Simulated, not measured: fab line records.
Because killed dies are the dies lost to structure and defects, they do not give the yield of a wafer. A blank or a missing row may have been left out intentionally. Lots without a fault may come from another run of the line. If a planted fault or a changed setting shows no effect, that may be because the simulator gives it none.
fab line records    flow n5_finfet    part 2 of 2: steps 23 to 36 of 36
record lots=5  wafers=15  last_day=17
route steps=1938 shown BEOL_M5@1193 BEOL_M6@1194
lots with no fault: from the same line, run without faults
start_h: the number of hours between the record's first day and the start of the first shown wafer of the lot    wait_h: hours since the lot's step before    " the same as in the row above    L1.1+2: a single row standing in for several wafers    - no value present, or no start provided    * or withheld: withheld    < > ~ a bound
route shown NAME@n: names a module that has steps shown in the file, with the first one's number in the route    usual: average and standard deviation across the fault-free wafers    same: alike in all rows    chamber/n: place in a boat    sites: each site's reading    _std_site: the standard deviation of these    _edge_site: outer sites' mean less inner sites'    radius_mm: how far each site lies from the wafer's centre    mask NAME#n: copy n    behind: the most recent tool/chamber to have shaped the wafer    hold: why the lot was held/for how many hours/how that ended    device: the transistor (n, p or np) that didn't switch    end of line: the route-end tests of the same wafers    a step without rows: its recipe alone    killed: at the first sort, the dies lost to defects and structure; wafer yield is something else    map: a wafer's dies, marking killed ones x, the rest . and places with no die _
set.NAME: the setting as run; set.NAME@STEP: as run at that earlier step    model.NAME: the simulator's own value behind a step, which no gauge read
lots at some steps of the route; a table a step, a row a wafer
services: from which hour (start_h, from the record's first day; less than 0 if before it) a tool's chamber was out of use, for how many hours, and why
## steps
# step N5_BEOL_M6_HM_OPEN_17
# recipe chemistry=Cl2/BCl3  target_depth_a=200  overetch_a=60  target=TiN  mask_material=SOC  ion_energy_ev=150  pressure_mtorr=10  icp_w=1000  bias_w=126  Cl2_flow_sccm=53.25  bcl3_flow_sccm=21.75  Ar_flow_sccm=25
# usual drypump_motor_current_A=5.7/0.34  oes_product_au=0.67/0.11  throttle_valve_pct=22.20/0.24
lot.wafer  tool          chamber  start_h  wait_h  drypump_motor_current_A  oes_product_au  rf_hours_counter_h  throttle_valve_pct
L078.3     rie_metal-02  0        230.14   0.1     4.9                      0.56            -                   22.01
L078.4     "             1        "        "       5.7                      0.54            -                   22.28
L078.6     "             0        "        "       4.9                      0.56            -                   22.01
L080.1     rie_metal-03  0        236.75   0.0     5.9                      0.81            3                   21.99
L080.4     "             1        "        "       5.5                      0.58            -                   22.49
L080.6     "             1        "        "       5.6                      0.57            -                   22.50
L086.1     rie_metal-02  1        265.03   0.0     5.7                      0.54            119                 22.28
L086.2     "             0        "        "       4.9                      0.57            90                  22.01
L086.6     "             1        "        "       5.7                      0.55            -                   22.26
L092.4     rie_metal-03  0        293.73   0.1     5.9                      0.79            -                   21.98
L092.5     "             1        "        "       5.5                      0.58            -                   22.48
L092.6     "             0        "        "       6.0                      0.79            -                   21.98
L094.2     rie_metal-03  0        322.12   0.1     6.0                      0.77            12                  21.97
L094.3     "             0        "        "       6.0                      0.77            -                   21.98
L094.6     "             1        "        "       5.6                      0.57            -                   22.49
# step N5_BEOL_M6_STRIP_19
# recipe chemistry=O2  power_w=400  temp_c=40  pressure_mtorr=30  rf_frequency_hz=6e+07  bias_power_w=0  overash_fraction=0.2  o2_flow_sccm=225
# usual drypump_motor_current_A=5.8/0.56  oes_product_au=0.77/0.066  rf_vpp_V=3.6/0.66  showerhead_plenum_p_Torr=2.08/0.057  temp_c=40.01/0.11  throttle_valve_pct=16.78/0.27
lot.wafer  tool         chamber  start_h  wait_h  drypump_motor_current_A  oes_product_au  rf_hours_counter_h  rf_vpp_V  showerhead_plenum_p_Torr  temp_c  throttle_valve_pct
L078.3     rie_diel-04  1        230.22   0.1     6.0                      0.70            235                 3.5       2.09                      40.19   17.21
L078.4     "            3        "        "       5.3                      0.73            184                 3.5       2.01                      40.04   16.92
L078.6     "            3        "        "       5.3                      0.74            -                   2.1       2.01                      39.93   16.92
L080.1     rie_diel-02  0        236.91   0.1     5.6                      0.96            4                   3.4       2.16                      39.92   16.63
L080.4     "            1        "        "       6.6                      0.72            187                 3.7       2.08                      40.11   16.92
L080.6     "            1        "        "       6.6                      0.72            -                   3.6       2.08                      40.04   16.94
L086.1     rie_diel-04  2        265.18   0.1     6.1                      0.83            77                  3.3       2.02                      39.98   16.39
L086.2     "            3        "        "       5.3                      0.72            196                 4.1       2.00                      40.12   16.94
L086.6     "            0        "        "       6.8                      0.68            -                   2.9       1.99                      40.07   17.17
L092.4     rie_diel-01  1        294.04   0.3     5.4                      0.79            106                 3.7       2.14                      39.94   16.74
L092.5     "            1        "        "       5.5                      0.79            -                   2.6       2.14                      39.94   16.72
L092.6     "            2        "        "       5.2                      0.77            -                   3.7       2.03                      39.98   16.79
L094.2     rie_diel-01  0        322.23   0.1     5.3                      0.82            92                  3.0       2.11                      40.02   16.71
L094.3     "            1        "        "       5.5                      0.78            116                 3.6       2.14                      39.81   16.74
L094.6     "            0        "        "       5.3                      0.81            -                   3.4       2.12                      39.91   16.74
# step N5_BEOL_M6_CD_MEAS_18
# recipe pitch_nm=80  target_cd_nm=40
# usual cd_nm=39.8/0.62
lot.wafer  tool       chamber  start_h  wait_h  cd_nm
L078.3     cd_sem-01  -        230.29   0.1     40.2
L078.4     "          -        "        "       40.0
L078.6     "          -        "        "       38.8
L080.1     cd_sem-03  -        236.98   0.0     40.9
L080.4     "          -        "        "       40.3
L080.6     "          -        "        "       40.3
L086.1     cd_sem-03  -        265.25   0.0     39.3
L086.2     "          -        "        "       39.4
L086.6     "          -        "        "       38.9
L092.4     cd_sem-02  -        294.11   0.1     39.6
L092.5     "          -        "        "       39.3
L092.6     "          -        "        "       39.4
L094.2     cd_sem-03  -        322.30   0.1     40.1
L094.3     "          -        "        "       40.3
L094.6     "          -        "        "       40.7
# step N5_BEOL_M6_COAT_63
# recipe resist=SOC  temp_c=250  time_s=60  spin_rpm=1500  resist_thk_nm=60
lot.wafer   tool            chamber  start_h  wait_h
L078.3+4+6  litho_track-04  0        234.42   4.1
L080.1+4+6  litho_track-04  0        238.18   1.2
L086.1+2+6  litho_track-04  0        266.40   1.1
L092.4+5+6  litho_track-05  0        295.44   1.3
L094.2+3+6  litho_track-03  0        323.64   1.3
# step N5_BEOL_M6_COAT_64
# recipe resist=SiARC  temp_c=220  time_s=60  spin_rpm=1500  resist_thk_nm=12
lot.wafer   tool            chamber  start_h  wait_h
L078.3+4+6  litho_track-04  0        -        -
L080.1+4+6  litho_track-04  0        -        -
L086.1+2+6  litho_track-04  0        -        -
L092.4+5+6  litho_track-05  0        -        -
L094.2+3+6  litho_track-03  0        -        -
# step N5_BEOL_M6_COAT_71
# recipe resist=underlayer  temp_c=205  time_s=60  spin_rpm=1500  resist_thk_nm=5
lot.wafer   tool            chamber  start_h  wait_h
L078.3+4+6  litho_track-04  0        -        -
L080.1+4+6  litho_track-04  0        -        -
L086.1+2+6  litho_track-04  0        -        -
L092.4+5+6  litho_track-05  0        -        -
L094.2+3+6  litho_track-03  0        -        -
# step N5_BEOL_M6_COAT_22
# recipe resist=CAR-EUV  spin_rpm=1500  resist_thk_nm=30
lot.wafer   tool            chamber  start_h  wait_h
L078.3+4+6  litho_track-04  0        -        -
L080.1+4+6  litho_track-04  0        -        -
L086.1+2+6  litho_track-04  0        -        -
L092.4+5+6  litho_track-05  0        -        -
L094.2+3+6  litho_track-03  0        -        -
# step N5_BEOL_M6_EBR_24
# recipe solvent=PGMEA  ebr_width_mm=1.5
lot.wafer   tool            chamber  start_h  wait_h
L078.3+4+6  litho_track-04  0        -        -
L080.1+4+6  litho_track-04  0        -        -
L086.1+2+6  litho_track-04  0        -        -
L092.4+5+6  litho_track-05  0        -        -
L094.2+3+6  litho_track-03  0        -        -
# step N5_BEOL_M6_SOFTBAKE_23
# recipe temp_c=110  time_s=60  resist=CAR-EUV
lot.wafer   tool            chamber  start_h  wait_h
L078.3+4+6  litho_track-04  0        -        -
L080.1+4+6  litho_track-04  0        -        -
L086.1+2+6  litho_track-04  0        -        -
L092.4+5+6  litho_track-05  0        -        -
L094.2+3+6  litho_track-03  0        -        -
# step N5_BEOL_M6_EXPOSE_25
# recipe mask_id=V5  na=0.33  source_shape=annular  sigma_inner=0.4  sigma_outer=0.8  polarization=unpolarized  target_cd_nm=40  dose_mj=45
lot.wafer   tool            chamber  start_h  wait_h  mask
L078.3+4+6  euv_scanner-01  0        234.69   -       V5#0
L080.1+4+6  euv_scanner-01  0        238.32   -       V5#0
L086.1+2+6  euv_scanner-02  0        266.53   -       V5#0
L092.4+5+6  euv_scanner-02  0        295.77   -       V5#0
L094.2+3+6  euv_scanner-02  0        323.91   -       V5#0
# step N5_BEOL_M6_PEB_26
# recipe peb_temp_c=100  peb_time_s=60  resist=CAR-EUV
lot.wafer   tool            chamber  start_h  wait_h
L078.3+4+6  litho_track-04  0        234.75   0.0
L080.1+4+6  litho_track-04  0        238.39   0.1
L086.1+2+6  litho_track-04  0        266.60   0.1
L092.4+5+6  litho_track-05  0        295.81   0.0
L094.2+3+6  litho_track-04  0        323.97   0.1
# step N5_BEOL_M6_DEVELOP_27
# recipe develop_time_s=30  developer=TMAH  resist=CAR-EUV  rinse_liquid=surfactant_rinse  dry=air_spin  dev_temp_c=23
lot.wafer   tool            chamber  start_h  wait_h
L078.3+4+6  litho_track-04  0        -        -
L080.1+4+6  litho_track-04  0        -        -
L086.1+2+6  litho_track-04  0        -        -
L092.4+5+6  litho_track-05  0        -        -
L094.2+3+6  litho_track-04  0        -        -
# step N5_BEOL_M6_CD_MEAS_28
# recipe target_cd_nm=40  landing_energy_ev=500  detector=se_inlens
# usual cd_nm=40.04/0.23
lot.wafer  tool       chamber  start_h  wait_h  cd_nm
L078.3     cd_sem-02  0        234.82   -       39.91
L078.4     "          0        "        "       40.25
L078.6     "          0        "        "       40.08
L080.1     cd_sem-01  0        238.45   -       40.17
L080.4     "          0        "        "       40.01
L080.6     "          0        "        "       40.10
L086.1     cd_sem-02  0        266.67   -       39.96
L086.2     "          0        "        "       39.85
L086.6     "          0        "        "       39.94
L092.4     cd_sem-03  0        295.88   -       40.04
L092.5     "          0        "        "       40.01
L092.6     "          0        "        "       39.93
L094.2     cd_sem-02  0        324.04   -       39.92
L094.3     "          0        "        "       40.39
L094.6     "          0        "        "       39.94
# step N5_BEOL_M6_OVL_MEAS_29
# recipe points_per_wafer=522
# usual V5_OVL=-0.3/0.77
lot.wafer  tool        chamber  start_h  wait_h  V5_OVL[nm]
L078.3     overlay-02  0        234.86   0.0     0.7
L078.4     "           0        "        "       -1.0
L078.6     "           0        "        "       -0.7
L080.1     overlay-02  0        238.48   0.0     -1.1
L080.4     "           0        "        "       -0.1
L080.6     "           0        "        "       0.0
L086.1     overlay-01  0        266.70   0.0     0.2
L086.2     "           0        "        "       -0.2
L086.6     "           0        "        "       0.2
L092.4     overlay-02  0        295.93   0.0     0.2
L092.5     "           0        "        "       0.0
L092.6     "           0        "        "       0.5
L094.2     overlay-02  0        324.07   0.0     0.4
L094.3     "           0        "        "       0.8
L094.6     "           0        "        "       1.2
## services
tool             chamber  start_h  hours  kind
rie_diel-01      -        226.88   11.4   repair
arfi_scanner-03  -        228.74   0.2    repair
euv_scanner-01   -        229.10   0.4    repair
euv_scanner-02   -        230.37   4.6    pm
arfi_scanner-01  -        230.69   1.0    pm
pecvd-01         2        232.52   6.1    repair
euv_scanner-01   -        239.03   1.0    pm
euv_scanner-01   -        250.34   4.6    pm
arfi_scanner-03  -        258.37   1.3    pm
arfi_scanner-03  -        260.90   1.0    pm
pecvd-01         -        261.97   1.2    repair
arfi_scanner-01  -        262.93   0.8    pm
uv_cure-02       -        263.93   0.6    repair
arfi_scanner-01  -        267.18   1.3    pm
rie_diel-02      0        269.78   9.7    repair
rie_diel-01      -        271.78   1.1    repair
arfi_scanner-01  -        276.81   1.0    repair
euv_scanner-02   -        288.29   1.0    pm
arfi_scanner-03  -        290.72   3.9    pm
euv_scanner-01   -        295.18   1.0    pm
uv_cure-02       -        296.25   4.3    repair
arfi_scanner-01  -        305.36   4.9    pm
pvd_sputter-01   -        306.96   5.3    repair
uv_cure-02       -        311.98   7.5    pm
